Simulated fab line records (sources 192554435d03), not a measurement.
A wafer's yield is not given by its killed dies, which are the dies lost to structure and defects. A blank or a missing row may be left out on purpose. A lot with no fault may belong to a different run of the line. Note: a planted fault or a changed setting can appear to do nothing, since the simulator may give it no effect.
fab line records	flow n5_finfet
[record] lots = 7	wafers = 39
route steps=1938 shown ZERO_LAYER@4 WELL_APT@26 HKMG_FIN@414 MOL_CONTACT_COAG@537 BEOL_M0@736 BEOL_M1@814 BEOL_M3@994 BEOL_M4@1100 BEOL_M6@1239 BEOL_M9@1460 BEOL_M12@1637 BEOL_M13@1705 BEOL_M15@1830
start_h: hours from the record's opening day to when the first of the lot's shown wafers began	wait_h: how many hours have passed since the lot's step before this one	" identical to the entry in the row above	L1.1+2: one row covering several wafers at once	- no value, or no start was given	* or withheld: withheld	< > ~ a bound
route shown NAME@n: names a module that has steps shown in the file, with the first one's number in the route	usual: mean/standard deviation of fault-free wafers	same: alike in all rows	chamber/n: place in a boat	sites: per-site readings	_std_site: how widely they spread, as a standard deviation	_edge_site: outer sites' mean less inner sites'	radius_mm: how far each site lies from the wafer's centre	mask NAME#n: copy n	behind: the last tool/chamber to shape the wafer	hold: reason for holding the lot/hours on hold/outcome of the hold	device: whichever transistor did not switch (one of n, p or np)	end of line: tests run on the same wafers once the route is complete	a step without rows: its recipe alone	killed: dies lost to structure and defects at the first sort, not the wafer's yield	map: shows each die of a wafer: x if killed, . if not, _ if none is there
set.NAME: the setting as run; set.NAME@STEP: as run at that earlier step	model.NAME: the simulator's own value behind a step, which no gauge read
lots with deliberately changed settings; one table per step, one row per wafer
[[steps]]
[step N5_ZERO_LAYER_PECVD_02]
[recipe] material = SiO2	target_thk_a = 100	temp_c = 400	precursor = SiH4/N2O	pressure_torr = 0.75	rf_w = 275	time_s = 6
[step N5_WELL_APT_DEVELOP_07]
[recipe] develop_time_s = 45	rinse_liquid = surfactant_rinse	dry = air_spin	dev_temp_c = 21
[step N5_HKMG_FIN_RTA_80]
[recipe] temp_c = withheld	time_s = 2	ambient = N2	idle_temp_c = 600	ramp_up_c_per_s = 150	ramp_down_c_per_s = 60	cool_to_c = 600
[step N5_MOL_CONTACT_COAG_ETCH_15]
[recipe] chemistry = CH3F/O2	target = SiNx	target_depth_a = 70	mask_material = SOC	stop_on = Si:P	over_etch_frac = 0.75	ion_energy_ev = 120	pressure_mtorr = 30	source_w = 395	bias_w = 73	Ar_flow_sccm = 150	CH3F_flow_sccm = 30	O2_flow_sccm = 20
[step N5_BEOL_M0_SPUTTER_132]
[recipe] material = Cu	target_thk_a = 40	temp_c = -20	chamber_pressure_pa = 0.07	power_w = withheld	time_s = 7.37
[step N5_BEOL_M1_SPUTTER_48]
[recipe] material = Cu	target_thk_a = 45	temp_c = -20	chamber_pressure_pa = 0.07	power_w = withheld	time_s = 8.29
[step N5_BEOL_M3_SPUTTER_48]
[step N5_BEOL_M4_SPUTTER_96]
[step N5_BEOL_M6_TRENCH_ETCH_37]
[recipe] chemistry = C4F6/O2	target_depth_a = 944.35	target = SiCOH_lowk	time_s = 31.5	ion_energy_ev = 250	pressure_mtorr = 30	source_w = 345	bias_w = 185	Ar_flow_sccm = 300	C4F6_flow_sccm = 10	O2_flow_sccm = 10
[step N5_BEOL_M9_CVD_78]
[recipe] material = Co	target_thk_a = 20	temp_c = withheld	precursor = CCTBA/H2	pressure_torr = 30	time_s = 138.9
[step N5_BEOL_M12_ETCH_68]
[recipe] chemistry = N2/H2	target = SOC	mask_material = SiARC	source_w = 3000	bias_w = 350	temp_c = 40	time_s = 285	ion_energy_ev = 200	pressure_mtorr = 30	n2_flow_sccm = 200	h2_flow_sccm = 200
[step N5_BEOL_M13_SPUTTER_43]
[recipe] material = TaN	target_thk_a = 150	temp_c = 50	bias_v = 168.6	power_w = 15000	chamber_pressure_pa = 0.12	time_s = 24.19
[step N5_BEOL_M15_RC_MEAS_101]
[usual] SERP_M6 = 13.9/0.63
lot.wafer	tool	chamber	start_h	wait_h	set.time_s@ZERO_LAYER_PECVD_02	set.develop_time_s@WELL_APT_DEVELOP_07	set.time_s@HKMG_FIN_RTA_80	set.target_depth_a@MOL_CONTACT_COAG_ETCH_15	set.time_s@BEOL_M0_SPUTTER_132	set.time_s@BEOL_M1_SPUTTER_48	set.time_s@BEOL_M3_SPUTTER_48	set.target_thk_a@BEOL_M4_SPUTTER_96	set.target_depth_a@BEOL_M6_TRENCH_ETCH_37	set.target_thk_a@BEOL_M9_CVD_78	set.target_depth_a@BEOL_M12_ETCH_68	set.time_s@BEOL_M13_SPUTTER_43	SERP_M6[ohm/um]
L080.1	prober-02	0	294.55	0.0	6	45	0.9491	70	10.27	8.29	8.29	45	944.35	20	5700	24.19	13.6
L080.2	"	0	"	"	8.847	45	2	70	7.37	8.29	6.443	69.51	1398	20	2922	24.19	8.3
L080.3	"	0	"	"	6	62.2	0.9491	70	7.37	8.29	8.29	45	1398	11.07	2922	11.65	8.2
L080.4	"	0	"	"	8.847	62.2	2	70	10.27	8.29	8.29	69.51	944.35	11.07	2922	24.19	14.8
L080.5	"	0	"	"	8.847	45	0.9491	70	7.37	8.29	6.443	69.51	944.35	20	5700	11.65	15.1
L080.6	"	0	"	"	6	62.2	2	70	10.27	8.29	6.443	45	1398	11.07	5700	11.65	8.1
L079.1	prober-02	0	296.98	0.0	6	45	2.497	70	7.37	12.06	11.04	24.2	944.35	20	5700	33.54	13.9
L079.2	"	0	"	"	8.634	36.25	2.497	70	7.37	8.29	11.04	24.2	944.35	12.67	5700	24.19	14.2
L079.3	"	0	"	"	6	45	2	70	7.37	8.29	8.29	24.2	944.35	12.67	3855	33.54	13.1
L079.4	"	0	"	"	8.634	45	2.497	70	7.37	8.29	8.29	45	944.35	20	5700	24.19	13.7
L079.5	"	0	"	"	6	36.25	2	70	7.37	12.06	11.04	45	944.35	12.67	3855	24.19	14.3
L079.6	"	0	"	"	8.634	36.25	2	70	7.37	12.06	8.29	45	944.35	20	3855	33.54	13.7
L083.2	prober-01	0	321.82	0.2	6	45	2	70	7.37	8.29	8.29	45	944.35	20	5700	24.19	14.9
L083.4	"	0	"	"	6	45	2	70	7.37	8.29	8.29	45	944.35	20	5700	24.19	13.2
L083.6	"	0	"	"	6	45	2	70	7.37	8.29	8.29	45	944.35	20	5700	24.19	14.0
L084.1	prober-02	0	327.21	0.0	6	45	2	70	7.37	12.73	8.29	45	944.35	20	3416	20.42	13.9
L084.2	"	0	"	"	6	45	1.657	70	7.37	12.73	6.987	58.05	1297	16.53	5700	20.42	9.5
L084.3	"	0	"	"	6	28.11	1.657	70	8.848	12.73	8.29	58.05	944.35	20	5700	24.19	13.7
L084.4	"	0	"	"	6	28.11	1.657	70	7.37	8.29	6.987	45	944.35	16.53	5700	20.42	14.9
L084.5	"	0	"	"	6	28.11	2	70	8.848	8.29	8.29	45	1297	16.53	3416	24.19	9.6
L084.6	"	0	"	"	6	45	2	70	8.848	8.29	6.987	58.05	1297	20	3416	24.19	9.6
L091.1	prober-01	0	384.80	0.0	6	18.08	2	29.21	7.37	8.29	4.846	45	944.35	20	5700	36.41	13.5
L091.2	"	0	"	"	6	18.08	2	70	7.37	8.29	8.29	26.16	1262	20	5700	36.41	9.9
L091.3	"	0	"	"	9.544	45	2	29.21	3.036	8.29	4.846	26.16	1262	11.59	5700	24.19	10.0
L091.4	"	0	"	"	9.544	45	2.371	29.21	3.036	8.29	8.29	26.16	944.35	11.59	5700	36.41	14.3
L091.5	"	0	"	"	6	45	2.371	70	7.37	8.29	8.29	45	944.35	11.59	5700	24.19	13.0
L091.6	"	0	"	"	9.544	18.08	2.371	70	3.036	8.29	4.846	45	1262	20	5700	24.19	9.4
L092.1	prober-02	0	385.37	0.0	4.096	45	2	84.93	10.23	9.703	10.9	45	944.35	20	5700	36.64	14.0
L092.2	"	0	"	"	6	45	1.343	70	10.23	9.703	8.29	45	1186	27.92	5700	36.64	10.2
L092.3	"	0	"	"	4.096	18.12	1.343	84.93	7.37	8.29	8.29	45	1186	20	5700	36.64	9.9
L092.4	"	0	"	"	6	45	2	84.93	7.37	8.29	10.9	45	1186	27.92	5700	24.19	11.3
L092.5	"	0	"	"	6	18.12	1.343	70	10.23	8.29	10.9	45	944.35	27.92	5700	24.19	13.0
L092.6	"	0	"	"	4.096	18.12	2	70	7.37	9.703	8.29	45	944.35	20	5700	24.19	12.9
L097.1	prober-02	0	424.91	0.0	4.89	45	1.463	34.86	7.37	8.29	8.29	57.52	1307	9.549	7828	24.19	9.0
L097.2	"	0	"	"	6	45	2	70	4.137	9.556	8.29	57.52	944.35	20	7828	24.19	14.6
L097.3	"	0	"	"	6	45	1.463	70	7.37	9.556	8.29	57.52	1307	9.549	5700	24.19	8.7
L097.4	"	0	"	"	4.89	69.87	2	34.86	7.37	9.556	8.29	45	944.35	20	5700	24.19	14.3
L097.5	"	0	"	"	4.89	69.87	1.463	70	4.137	8.29	8.29	45	1307	20	5700	24.19	8.9
L097.6	"	0	"	"	6	69.87	2	34.86	4.137	8.29	8.29	45	944.35	9.549	7828	24.19	13.5
[[key]]
[split] step = N5_ZERO_LAYER_PECVD_02	setting = time_s	stated_as = 6
response none clear
[split] step = N5_WELL_APT_DEVELOP_07	setting = develop_time_s	stated_as = 45
response none clear
[split] step = N5_HKMG_FIN_RTA_80	setting = time_s	stated_as = 2
response none clear
[split] step = N5_MOL_CONTACT_COAG_ETCH_15	setting = target_depth_a	stated_as = 70
response none clear
[split] step = N5_BEOL_M0_SPUTTER_132	setting = time_s	stated_as = 7.37
response none clear
[split] step = N5_BEOL_M1_SPUTTER_48	setting = time_s	stated_as = 8.29
response none clear
[split] step = N5_BEOL_M3_SPUTTER_48	setting = time_s	stated_as = 8.29
response none clear
[split] step = N5_BEOL_M4_SPUTTER_96	setting = target_thk_a	stated_as = 45
response none clear
[split] step = N5_BEOL_M6_TRENCH_ETCH_37	setting = target_depth_a	stated_as = 944.35
[response] step = N5_BEOL_M15_RC_MEAS_101	reading = SERP_M6	slope = -0.122	per = 1%	together_with = all	explained = 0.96
[split] step = N5_BEOL_M9_CVD_78	setting = target_thk_a	stated_as = 20
response none clear
[split] step = N5_BEOL_M12_ETCH_68	setting = target_depth_a	stated_as = 5700
response none clear
[split] step = N5_BEOL_M13_SPUTTER_43	setting = time_s	stated_as = 24.19
response none clear
